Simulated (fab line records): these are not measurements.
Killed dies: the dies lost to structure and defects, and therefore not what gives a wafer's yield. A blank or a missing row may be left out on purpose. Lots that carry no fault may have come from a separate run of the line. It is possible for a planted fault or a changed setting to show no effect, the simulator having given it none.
Chamber matching + flow nandHarc + 3 sister chambers for NHARC_P_M2_DEP_33 on pecvd-02
The step deposits SiCN, target thk 30 nm. 16 wafers are shown with their chamber, then 8 later ones without.

== EACH WAFER AND ITS CHAMBER ==
| wafer  | chamber | heaterPowerW (W) |
|--------|---------|------------------|
| L074.2 | 2       | 522              |
| L074.3 | 0       | 568              |
| L074.6 | 1       | 514              |
| L076.2 | 0       | 534              |
| L076.3 | 2       | 631              |
| L076.4 | 0       | 522              |
| L079.1 | 1       | 601              |
| L079.3 | 2       | 627              |
| L079.4 | 2       | 628              |
| L086.3 | 1       | 547              |
| L086.4 | 2       | 588              |
| L086.6 | 0       | 510              |
| L091.3 | 2       | 586              |
| L091.4 | 0       | 594              |
| L091.6 | 2       | 589              |
| L092.4 | 0       | 544              |

SIGNATURES (means of the wafers above)
| reading      | chamber 0 | chamber 1 | chamber 2 | scatter within a chamber |
|--------------|-----------|-----------|-----------|--------------------------|
| heaterPowerW | 545.33    | 554.00    | 595.86    | 36.8                     |
Rule: a wafer lies at a distance from a chamber equal to the root of the sum of squares, over the readings, of (its reading less the chamber's mean, divided by the reading's scatter). The wafer belongs to the nearest chamber; if the next one is less than 2 further off, it can't be placed. The scatter: take each reading less its chamber's mean, square it, sum over the shown wafers, divide by the number of wafers less the number of chambers, and take the root.

== WAFERS WHOSE CHAMBER IS MISSING ==
| wafer  | heaterPowerW (W) |
|--------|------------------|
| L092.5 | 563              |
| L092.6 | 566              |
| L093.4 | 557              |
| L093.5 | 588              |
| L093.6 | 587              |
| L097.1 | 559              |
| L097.2 | 573              |
| L097.5 | 569              |

== WHICH CHAMBER EACH ONE RAN IN ==
| wafer  | from the rows above          | in truth |
|--------|------------------------------|----------|
| L092.5 | can't be placed: 1 or 0 or 2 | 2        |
| L092.6 | can't be placed: 1 or 0 or 2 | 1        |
| L093.4 | can't be placed: 1 or 0 or 2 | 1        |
| L093.5 | can't be placed: 2 or 1 or 0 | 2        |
| L093.6 | can't be placed: 2 or 1 or 0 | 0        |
| L097.1 | can't be placed: 1 or 0 or 2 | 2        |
| L097.2 | can't be placed: 1 or 2 or 0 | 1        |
| L097.5 | can't be placed: 1 or 0 or 2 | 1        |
Correctly placed: 0 of 8. Unplaceable from these rows: 8, with the true chamber sitting among the candidates in 8. Wrongly placed: 0.
